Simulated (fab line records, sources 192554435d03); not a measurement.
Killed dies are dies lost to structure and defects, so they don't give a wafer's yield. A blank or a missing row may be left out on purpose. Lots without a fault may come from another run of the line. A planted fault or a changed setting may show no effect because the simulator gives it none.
One fault seen from 2 desks | flow n5_finfet | each desk has only its own numbers; what lay behind them comes last

THE METROLOGY DESK
What the gauges read, lot by lot, whatever tool the lot ran on: means of the sampled wafers that have a number. A lot is out of limits, marked OUT, if its mean lies more than 4 standard deviations from the usual mean; the brackets give that distance.
Columns: A = cd_nm at N5_MIM_TOP_LITHO_CD_MEAS_08, usual 2000.3 nm; B = cd_nm at N5_PASSIVATION_CD_MEAS_44, usual 39999 nm
lot  | first seen here | A      | B
L755 | day 13 15:59    | 2002.9 | 39997
L758 | day 14 15:38    | 2000.8 | 40002
L757 | day 14 15:47    | 1999.6 | 39999
L759 | day 15 00:43    | 2000.0 | 40001
L760 | day 15 00:52    | 1999.9 | 39997
L763 | day 15 12:37    | 1999.8 | 40000
L765 | day 15 22:47    | 2000.3 | 40000
L766 | day 16 14:09    | 1999.4 | 39998
L767 | day 16 20:31    | 1998.9 | 40004
L769 | day 17 02:23    | 1999.1 | 39998
L775 | day 20 13:42    | 2000.9 | 39999
This desk's finding: nothing out of limits on any of the 11 lots.

THE TOOL OWNER'S DESK: pvd_sputter-02
The tool's own readings at N5_BEOL_M3_SPUTTER_96 (material Cu, target thk 4.5 nm, time 8.29 s): means of the sampled wafers that have a number, for each lot that ran on this tool. A lot is out of limits, marked OUT, if its mean lies more than 4 standard deviations from the usual mean; the brackets give that distance.
Columns: A = chamber_pressure_pa at N5_BEOL_M3_SPUTTER_96, usual 0.07001 Pa; B = chuck_gas_flow_sccm at N5_BEOL_M3_SPUTTER_96, usual 1.26 sccm; C = throttle_valve_pct at N5_BEOL_M3_SPUTTER_96, usual 29.7 %
lot  | first seen here | A       | B    | C
L759 | day 10 11:45    | 0.07003 | 1.26 | 30.1
L763 | day 10 21:53    | 0.06996 | 1.24 | 29.6
L765 | day 11 15:23    | 0.06998 | 1.30 | 30.3
L767 | day 12 14:56    | 0.06990 | 1.20 | 30.2
L769 | day 12 16:53    | 0.07016 | 1.25 | 29.5
L775 | day 15 14:23    | 0.07003 | 1.28 | 30.6
This desk's finding: nothing out of limits on any of the 6 lots.

PUT TOGETHER
The metrology desk saw nothing out of limits.
The tool owner's desk saw nothing out of limits.

WHAT THE SIMULATOR HAD PUT IN
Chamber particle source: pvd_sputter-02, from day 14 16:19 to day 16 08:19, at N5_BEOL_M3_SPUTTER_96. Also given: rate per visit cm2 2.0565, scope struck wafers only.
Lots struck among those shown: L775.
